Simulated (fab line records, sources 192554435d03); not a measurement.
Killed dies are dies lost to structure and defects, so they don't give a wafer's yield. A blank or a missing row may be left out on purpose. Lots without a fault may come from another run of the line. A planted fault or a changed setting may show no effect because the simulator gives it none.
fab line records | flow n5_finfet
record lots=9 wafers=27 last_day=17
route steps=1938 shown MIM_TOP_LITHO@1850 MIM_BOT_ETCH@1867 PASS1_CAP@1873 TV_OPEN@1888 PASSIVATION@1936
lots that met no fault: from a run of the same line without faults
start_h: hours from the record's first day to the start of the lot's first wafer shown | wait_h: hours since the lot's step before | " the same as in the row above | L1.1+2: a row that stands for several wafers | - no value, or no start given | * or withheld: withheld | < > ~ a bound
route shown NAME@n: a module of which the file shows steps, and the number in the route of the first | usual: mean/standard deviation of fault-free wafers | same: alike in all rows | chamber/n: place in a boat | sites: the reading at each site | _std_site: their standard deviation | _edge_site: outer sites' mean less inner sites' | radius_mm: how far each site lies from the wafer's centre | mask NAME#n: copy n | behind: the tool/chamber that last shaped the wafer | hold: why the lot was held/for how many hours/how that ended | device: the transistor (n, p or np) that didn't switch | end of line: the same wafers' tests at the end of the route | a step without rows: its recipe alone | killed: dies lost to structure and defects at the first sort, not the wafer's yield | map: a wafer's dies, x killed, . not, _ none there
set.NAME: the setting as run; set.NAME@STEP: as run at that earlier step | model.NAME: the simulator's own value behind a step, which no gauge read
steps of the route over a sample of lots; a table a step, a row a wafer
services: from which hour (start_h, from the record's first day; less than 0 if before it) a tool's chamber was out of use, for how many hours, and why
## steps
# step N5_MIM_TOP_LITHO_DESCUM_10
# recipe chemistry=O2 time_s=7.9 source_power_w=50 bias_power_w=20 pressure_mtorr=20 rf_frequency_hz=2.712e+07 temp_c=40 o2_flow_sccm=225
# usual chamber_pressure_mTorr=20.001/0.018 drypump_motor_current_A=5.7/0.48 oes_product_au=0.82/0.066 rf_vpp_V=243.0/1.6 showerhead_plenum_p_Torr=2.08/0.079 throttle_valve_pct=20.38/0.22
# columns lot.wafer tool chamber start_h wait_h chamber_pressure_mTorr drypump_motor_current_A oes_product_au rf_hours_counter_h rf_vpp_V showerhead_plenum_p_Torr throttle_valve_pct
L936.1 rie_diel-06 1 277.11 0.1 20.009 6.3 0.88 47 242.1 2.04 20.17
L936.2 " 2 " " 20.027 5.6 0.68 240 244.0 2.15 20.93
L936.4 " 3 " " 19.977 5.6 0.77 122 241.8 2.01 20.52
L937.2 rie_diel-02 3 282.50 0.2 20.017 6.1 0.88 44 242.1 2.03 20.34
L937.4 " 1 " " 20.005 6.3 0.75 189 242.9 2.01 20.36
L937.5 " 2 " " 20.006 5.8 0.85 - 244.5 2.13 20.35
L938.1 rie_diel-02 1 290.80 0.0 20.013 6.3 0.74 193 243.5 2.01 20.36
L938.5 " 0 " " 20.000 5.5 0.82 - 244.1 2.22 20.46
L938.6 " 1 " " 20.002 6.4 0.74 - 240.6 2.01 20.37
L939.1 rie_diel-02 3 298.54 0.0 19.982 6.1 0.88 49 242.5 2.03 20.36
L939.4 " 0 " " 20.001 5.6 0.83 84 246.2 2.22 20.46
L939.6 " 3 " " 20.003 6.1 0.86 - 242.9 2.03 20.36
L945.3 rie_diel-06 1 337.16 0.3 19.970 6.3 0.84 70 242.1 2.03 20.20
L945.4 " 2 " " 20.021 5.6 1.00 0 244.1 2.14 20.59
L945.6 " 2 " " 19.996 5.5 0.99 - 244.3 2.14 20.58
L946.1 rie_diel-02 0 343.95 0.3 20.006 5.5 0.81 95 245.3 2.21 20.47
L946.3 " 3 " " 20.010 6.1 0.85 62 241.9 2.02 20.38
L946.4 " 3 " " 19.974 6.2 0.86 - 242.5 2.02 20.38
L943.3 rie_diel-06 1 344.74 0.1 20.024 6.3 0.85 72 240.7 2.03 20.21
L943.4 " 0 " " 20.013 5.7 0.79 113 244.9 2.21 20.32
L943.6 " 1 " " 19.996 6.3 0.84 - 240.8 2.03 20.20
L953.1 rie_diel-01 3 393.50 0.3 20.018 5.4 0.79 107 242.6 2.00 20.30
L953.4 " 2 " " 19.993 6.2 0.81 - 245.1 2.10 20.33
L953.5 " 0 " " 19.986 4.7 0.90 - 241.0 2.03 19.98
L954.2 rie_diel-02 0 399.56 0.0 20.007 5.5 0.78 114 244.6 2.21 20.48
L954.4 " 2 " " 20.013 5.8 0.80 94 244.8 2.11 20.40
L954.5 " 3 " " 19.988 6.1 0.83 - 244.1 2.02 20.40
# step N5_MIM_BOT_ETCH_ETCH_03
# recipe chemistry=Cl2/BCl3 target_depth_a=120 pressure_mtorr=8 icp_w=800 bias_w=100 Cl2_flow_sccm=20 bcl3_flow_sccm=80
# usual chamber_pressure_mTorr=8.001/0.007 drypump_motor_current_A=5.5/0.48 oes_product_au=0.80/0.089 throttle_valve_pct=27.65/0.26
# columns lot.wafer tool chamber start_h wait_h chamber_pressure_mTorr drypump_motor_current_A oes_product_au rf_hours_counter_h throttle_valve_pct
L936.1 rie_metal-02 0 278.25 0.1 7.987 5.4 0.64 108 28.04
L936.2 " 1 " " 7.995 5.6 0.61 120 27.65
L936.4 " 1 " " 8.002 5.6 0.61 - 27.66
L937.2 rie_metal-02 0 283.56 0.1 8.011 5.4 0.64 - 28.06
L937.4 " 0 " " 8.000 5.4 0.63 - 28.04
L937.5 " 0 " " 7.997 5.4 0.63 - 28.05
L938.1 rie_metal-01 1 291.81 0.1 7.997 5.1 0.84 22 27.74
L938.5 " 1 " " 7.997 5.1 0.85 - 27.72
L938.6 " 0 " " 8.013 5.9 0.76 - 27.83
L939.1 rie_metal-01 0 299.65 0.1 8.004 5.9 0.76 38 27.84
L939.4 " 1 " " 7.996 5.1 0.84 - 27.74
L939.6 " 0 " " 8.007 5.9 0.76 - 27.83
L945.3 rie_metal-01 1 338.59 0.1 7.994 5.1 0.83 - 27.73
L945.4 " 0 " " 7.993 5.9 0.75 - 27.83
L945.6 " 0 " " 7.994 5.9 0.74 - 27.85
L946.1 rie_metal-01 1 345.37 0.1 7.994 5.1 0.83 27 27.76
L946.3 " 0 " " 8.000 5.9 0.75 - 27.83
L946.4 " 1 " " 8.005 5.0 0.82 - 27.77
L943.3 rie_metal-03 1 346.11 0.1 8.011 4.8 0.81 - 27.38
L943.4 " 1 " " 8.003 4.8 0.80 - 27.39
L943.6 " 1 " " 7.999 4.8 0.81 - 27.39
L953.1 rie_metal-03 0 394.51 0.1 7.989 6.4 0.83 21 27.04
L953.4 " 1 " " 8.010 4.8 0.80 - 27.39
L953.5 " 0 " " 8.010 6.4 0.82 - 27.07
L954.2 rie_metal-03 1 401.57 0.1 8.002 4.9 0.79 42 27.39
L954.4 " 1 " " 8.001 4.8 0.79 - 27.39
L954.5 " 1 " " 8.000 4.9 0.78 - 27.41
# step N5_MIM_BOT_ETCH_ETCH_00
# recipe chemistry=Cl2/BCl3 target=TiN target_depth_a=455 ion_energy_ev=150 pressure_mtorr=10 icp_w=1000 bias_w=126 Cl2_flow_sccm=53.25 bcl3_flow_sccm=21.75 Ar_flow_sccm=25
# usual chamber_pressure_mTorr=10.000/0.0091 drypump_motor_current_A=5.5/0.48 oes_ar_750_au=0.80/0.085 oes_product_au=0.80/0.089 throttle_valve_pct=21.98/0.23
# columns lot.wafer tool chamber start_h wait_h chamber_pressure_mTorr drypump_motor_current_A oes_ar_750_au oes_product_au rf_hours_counter_h throttle_valve_pct
L936.1 rie_metal-02 0 278.34 0.1 10.013 5.4 0.64 0.63 108 22.37
L936.2 " 1 " " 10.002 5.6 0.61 0.61 120 22.09
L936.4 " 1 " " 10.004 5.6 0.61 0.61 - 22.10
L937.2 rie_metal-02 0 283.75 0.2 10.000 5.4 0.63 0.64 - 22.34
L937.4 " 0 " " 10.003 5.4 0.64 0.64 - 22.36
L937.5 " 0 " " 9.999 5.4 0.63 0.63 - 22.35
L938.1 rie_metal-01 1 291.90 0.1 10.002 5.1 0.85 0.85 22 21.98
L938.5 " 1 " " 10.016 5.1 0.85 0.84 - 21.99
L938.6 " 0 " " 9.993 5.9 0.78 0.75 - 22.19
L939.1 rie_metal-01 0 299.74 0.1 10.009 5.9 0.78 0.76 38 22.16
L939.4 " 1 " " 10.013 5.1 0.85 0.84 - 21.97
L939.6 " 0 " " 10.003 5.9 0.77 0.76 - 22.19
L945.3 rie_metal-01 1 338.69 0.1 9.997 5.1 0.84 0.83 - 21.98
L945.4 " 0 " " 10.005 5.9 0.76 0.75 - 22.20
L945.6 " 0 " " 10.004 5.9 0.76 0.74 - 22.21
L946.1 rie_metal-01 1 345.46 0.1 9.984 5.1 0.83 0.81 27 21.99
L946.3 " 0 " " 10.007 5.9 0.76 0.74 - 22.19
L946.4 " 1 " " 10.002 5.1 0.83 0.82 - 22.00
L943.3 rie_metal-03 1 346.31 0.2 10.009 4.8 0.82 0.81 - 21.78
L943.4 " 1 " " 10.005 4.8 0.82 0.81 - 21.80
L943.6 " 1 " " 9.992 4.8 0.83 0.81 - 21.78
L953.1 rie_metal-03 0 394.60 0.1 9.999 6.4 0.81 0.84 21 21.46
L953.4 " 1 " " 10.004 4.8 0.81 0.79 - 21.79
L953.5 " 0 " " 9.998 6.4 0.81 0.83 - 21.45
L954.2 rie_metal-03 1 401.66 0.1 10.008 4.8 0.81 0.80 42 21.79
L954.4 " 1 " " 10.006 4.8 0.81 0.79 - 21.78
L954.5 " 1 " " 10.011 4.8 0.80 0.80 - 21.78
# step N5_PASSIVATION_PECVD_55
# recipe material=SiO2 target_thk_a=4000 temp_c=400 precursor=SiH4/N2O pressure_torr=2.7 rf_w=608 time_s=22.5
# usual chamber_pressure_Torr=2.701/0.0061 heater_power_outer_w=393/63 heater_power_w=671/71 showerhead_plenum_p_Torr=8.20/0.083 throttle_valve_pct=53/3.3
# columns lot.wafer tool chamber start_h wait_h chamber_pressure_Torr heater_power_outer_w heater_power_w showerhead_plenum_p_Torr throttle_valve_pct
L936.1 pecvd-03 0 278.98 0.0 2.705 479 754 8.37 55
L936.2 " 2 " " 2.695 378 665 8.21 51
L936.4 " 0 " " 2.701 472 761 8.38 55
L937.2 pecvd-04 1 284.47 0.0 2.703 437 759 8.16 60
L937.4 " 0 " " 2.697 277 581 8.13 52
L937.5 " 2 " " 2.712 409 707 8.14 46
L938.1 pecvd-04 0 292.55 0.0 2.698 261 556 8.11 52
L938.5 " 0 " " 2.714 285 565 8.13 52
L938.6 " 1 " " 2.694 366 659 8.15 60
L939.1 pecvd-04 2 300.56 0.0 2.709 456 745 8.16 47
L939.4 " 0 " " 2.706 242 523 8.14 52
L939.6 " 1 " " 2.693 313 613 8.17 60
L945.3 pecvd-03 0 339.29 0.0 - - - - -
L945.4 " 0 " " - - - - -
L945.6 " 1 " " - - - - -
L946.1 pecvd-04 1 346.13 0.0 - - - - -
L946.3 " 0 " " - - - - -
L946.4 " 0 " " - - - - -
L943.3 pecvd-04 1 347.15 0.0 2.689 419 738 8.16 60
L943.4 " 1 " " 2.700 422 760 8.14 60
L943.6 " 2 " " 2.699 460 750 8.16 47
L953.1 pecvd-03 0 395.24 0.0 2.696 445 725 8.37 55
L953.4 " 0 " " 2.697 458 749 8.37 55
L953.5 " 2 " " 2.711 378 691 8.20 51
L954.2 pecvd-03 0 402.31 0.0 2.712 455 727 8.38 55
L954.4 " 2 " " 2.707 376 656 8.23 52
L954.5 " 2 " " 2.701 386 667 8.22 52
# step N5_PASSIVATION_VIA_ETCH_13
# recipe chemistry=CHF3/O2 target=SiO2 target_depth_a=6600 CHF3_flow_sccm=50 O2_flow_sccm=5 Ar_flow_sccm=200 time_s=330 mask_material=PR pressure_mtorr=30 source_w=650 bias_w=170 ion_energy_ev=200 ends=cleared
# usual CHF3_flow_sccm=50.01/0.15 chamber_pressure_mTorr=29.999/0.025 drypump_motor_current_A=5.85/0.24 etch_rf_on_time_s=237/4.4 oes_ar_750_au=0.79/0.084 oes_product_au=0.71/0.077 rf_vpp_V=521/10 showerhead_plenum_p_Torr=2.42/0.1 throttle_valve_pct=18.97/0.23
# columns lot.wafer tool chamber start_h wait_h CHF3_flow_sccm chamber_pressure_mTorr drypump_motor_current_A etch_rf_on_time_s oes_ar_750_au oes_product_au rf_hours_counter_h rf_vpp_V showerhead_plenum_p_Torr throttle_valve_pct
L936.1 rie_diel-05 3 280.03 0.0 50.05 29.980 5.99 238 0.71 0.65 184 517 2.32 19.20
L936.2 " 1 " " 50.01 30.029 5.68 229 0.94 0.85 16 511 2.37 18.59
L936.4 " 2 " " 50.13 29.979 5.79 234 0.83 0.75 90 507 2.55 19.08
L937.2 rie_diel-05 2 285.38 0.0 50.08 29.967 5.80 237 0.83 0.74 92 506 2.55 19.09
L937.4 " 1 " " 49.81 30.000 5.67 240 0.93 0.83 19 510 2.37 18.59
L937.5 " 1 " " 50.09 30.008 5.66 233 0.92 0.84 - 512 2.37 18.60
L938.1 rie_diel-04 2 295.01 0.0 50.25 29.997 5.61 243 0.86 0.76 32 518 2.57 18.69
L938.5 " 3 " " 49.92 29.988 6.22 244 0.71 0.64 - 519 2.39 19.25
L938.6 " 2 " " 49.98 29.989 5.61 247 0.86 0.77 - 517 2.57 18.69
L939.1 rie_diel-05 3 301.43 0.0 49.93 29.978 5.98 236 0.71 0.65 190 518 2.32 19.19
L939.4 " 1 " " 49.87 30.021 5.68 238 0.91 0.84 21 510 2.37 18.60
L939.6 " 2 " " 50.02 29.944 5.80 237 0.83 0.75 - 505 2.55 19.11
L945.3 rie_diel-04 2 341.84 0.0 50.01 29.988 5.62 335 0.83 0.74 47 518 2.56 18.73
L945.4 " 3 " " 49.77 29.948 6.20 334 0.71 0.63 - 520 2.39 19.26
L945.6 " 1 " " 50.35 30.016 6.01 326 0.79 0.73 - 514 2.33 18.70
L946.1 rie_diel-04 3 346.80 0.0 50.06 30.019 6.23 331 0.71 0.64 226 520 2.38 19.27
L946.3 " 2 " " 49.98 30.001 5.61 335 0.84 0.76 48 518 2.56 18.72
L946.4 " 3 " " 50.08 30.012 6.23 331 0.71 0.64 - 521 2.38 19.26
L943.3 rie_diel-05 3 349.23 0.0 49.99 29.987 6.02 237 0.71 0.63 202 518 2.31 19.23
L943.4 " 1 " " 49.96 30.051 5.68 236 0.90 0.82 - 511 2.37 18.61
L943.6 " 3 " " 50.03 30.011 5.99 239 0.70 0.64 - 518 2.31 19.24
L953.1 rie_diel-04 1 397.23 0.0 49.90 29.990 6.02 239 0.78 0.70 140 515 2.33 18.72
L953.4 " 0 " " 50.23 29.971 5.54 238 0.71 0.62 229 518 2.30 19.06
L953.5 " 3 " " 50.15 29.995 6.22 240 0.69 0.62 - 517 2.38 19.30
L954.2 rie_diel-04 3 403.11 0.0 49.93 30.013 6.22 237 0.69 0.63 245 521 2.38 19.30
L954.4 " 2 " " 50.04 29.991 5.61 245 0.81 0.72 - 518 2.56 18.77
L954.5 " 3 " " 49.82 29.998 6.20 242 0.70 0.63 - 520 2.38 19.31
# step N5_PASSIVATION_PROBE_49
# usual defect_limited_yield=91.0/1.5 killed_at_M0_to_M3=34/11 killed_at_M4_up=14/5.3 killed_at_contacts=13/7 killed_at_front_end=41/13 killed_at_other=4/3.1 killed_dies=106/17 killed_open=70/12 killed_short=35/8 sort_bin_5_function=5.2/0.98 sort_bin_6_memory=3.4/0.69 sort_n_pass=1074/17 sort_yield_pct=91.0/1.5
# same gross_dies=1180 killed_at_back_side=0 sort_bin_4_leakage[%]=0 sort_bin_8_speed[%]=0
# columns lot.wafer tool chamber start_h wait_h defect_limited_yield[%] killed_at_M0_to_M3 killed_at_M4_up killed_at_contacts killed_at_front_end killed_at_other killed_dies killed_open killed_short sort_bin_5_function[%] sort_bin_6_memory[%] sort_n_pass sort_yield_pct[%]
L939.1 prober-02 - 307.90 0.0 92.6 30 14 12 30 1 87 58 24 3.7 3.1 1093 92.6
L939.4 prober-02 - 308.05 0.2 91.6 31 14 24 30 0 99 72 27 4.3 4.0 1081 91.6
L939.6 prober-02 - 308.15 0.3 89.2 35 18 15 58 1 127 85 42 6.2 4.2 1053 89.2
L946.1 prober-01 - 353.06 0.0 91.1 28 16 33 27 1 105 77 25 4.8 3.7 1075 91.1
L946.3 prober-01 - 353.16 0.1 91.7 24 32 8 29 5 98 59 31 4.6 3.1 1082 91.7
L946.4 prober-01 - 353.21 0.2 88.9 38 26 9 58 0 131 88 41 6.9 3.8 1049 88.9
# killed by level:class
L939.1 MOL_CONTACT_COAG:geometric_particle:open=10 BEOL_M0_SAQP:geometric_particle:open=8 BEOL_M0_SAQP:geometric_particle:short=6 BEOL_M3:geometric_particle:open=6 FIN_SAQP:geometric_particle:open=5 STI_FIN_REVEAL:geometric_particle:open=5 BEOL_M2:geometric_particle:open=5 BEOL_M4:geometric_particle:open=4
L939.4 MOL_CONTACT_COAG:geometric_particle:open=18 BEOL_M0_SAQP:geometric_particle:open=9 FIN_SAQP:geometric_particle:open=7 MOL_CONTACT_COAG:geometric_particle:short=6 BEOL_M0_SAQP:geometric_particle:short=6 BEOL_M1:geometric_particle:open=6 BEOL_M4:geometric_particle:open=6 BEOL_M2:geometric_particle:open=5
L939.6 STI_FIN_REVEAL:geometric_particle:open=26 MOL_CONTACT_COAG:geometric_particle:open=14 BEOL_M1:geometric_particle:open=10 BEOL_M0_SAQP:geometric_particle:short=10 STI_FIN_REVEAL:geometric_particle:short=5 BEOL_M0_SAQP:geometric_particle:open=5 FIN_SAQP:geometric_particle:short=4 GATE_CUT:geometric_particle:short=4
L946.1 MOL_CONTACT_COAG:geometric_particle:open=27 BEOL_M4:geometric_particle:open=11 BEOL_M2:geometric_particle:open=8 BEOL_M1:geometric_particle:open=6 MOL_CONTACT_COAG:geometric_particle:short=6 BEOL_M3:geometric_particle:open=6 ILD0:geometric_particle:short=5 BEOL_M0_SAQP:geometric_particle:open=4
L946.3 BEOL_M4:geometric_particle:open=19 FIN_SAQP:geometric_particle:open=10 MOL_CONTACT_COAG:geometric_particle:open=6 BEOL_M4:geometric_particle:short=5 HKMG_FIN:area_etch=5 BEOL_M0_SAQP:geometric_particle:short=4 BEOL_M0_SAQP:geometric_particle:open=4 BEOL_M2:geometric_particle:short=4
L946.4 FIN_SAQP:geometric_particle:open=20 BEOL_M4:geometric_particle:open=13 STI_FIN_REVEAL:geometric_particle:open=9 MOL_CONTACT_COAG:geometric_particle:open=8 BEOL_M0:geometric_particle:short=7 BEOL_M2:geometric_particle:open=7 FIN_SAQP:geometric_particle:short=6 DUMMY_GATE:geometric_particle:open=6
## services
# columns tool chamber start_h hours kind
rie_diel-05 - 261.73 0.6 repair
rie_diel-05 - 266.08 0.8 repair
rie_metal-01 1 271.26 6.8 repair
rie_metal-03 0 273.61 97.5 repair
rie_diel-04 1 276.61 5.4 repair
rie_diel-04 - 281.45 0.4 repair
rie_metal-02 1 282.34 - clean
rie_metal-02 1 282.34 22.9 scheduled_down
rie_diel-04 1 283.72 16.7 repair
rie_diel-05 1 290.76 9.6 repair
pecvd-04 - 295.33 1.2 repair
rie_diel-01 2 299.37 5.1 repair
rie_diel-01 - 311.59 0.2 repair
rie_diel-04 0 325.47 51.5 repair
rie_diel-04 - 336.74 2.8 pm
pecvd-03 - 343.35 14.6 pm
rie_diel-02 2 343.93 4.8 repair
rie_diel-05 0 345.20 7.0 repair
rie_diel-02 2 363.16 1.3 repair
rie_diel-02 1 369.34 9.8 repair
rie_diel-06 3 380.46 6.0 repair
rie_diel-04 1 399.64 4.2 repair
rie_metal-01 0 399.87 6.2 repair
rie_diel-05 3 401.01 6.9 repair
## key
first_sign step=N5_PASSIVATION_PECVD_55 reading=tool_record direction=missing
effect step=N5_PASSIVATION_VIA_ETCH_13 reading=etch_rf_on_time_s direction=up sigmas=22 usual=* struck=*
met_at N5_PASSIVATION_PECVD_55
struck_lots L945,L946
not_acting_at N5_MIM_TOP_LITHO_DESCUM_10,N5_MIM_BOT_ETCH_ETCH_03,N5_MIM_BOT_ETCH_ETCH_00
onset_between 300.56 339.29
fault kind=skipped_step_whole tool=pecvd-03,pecvd-04 chamber=- onset_h=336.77 steps=N5_PASSIVATION_PECVD_55 scope=struck_lots_only
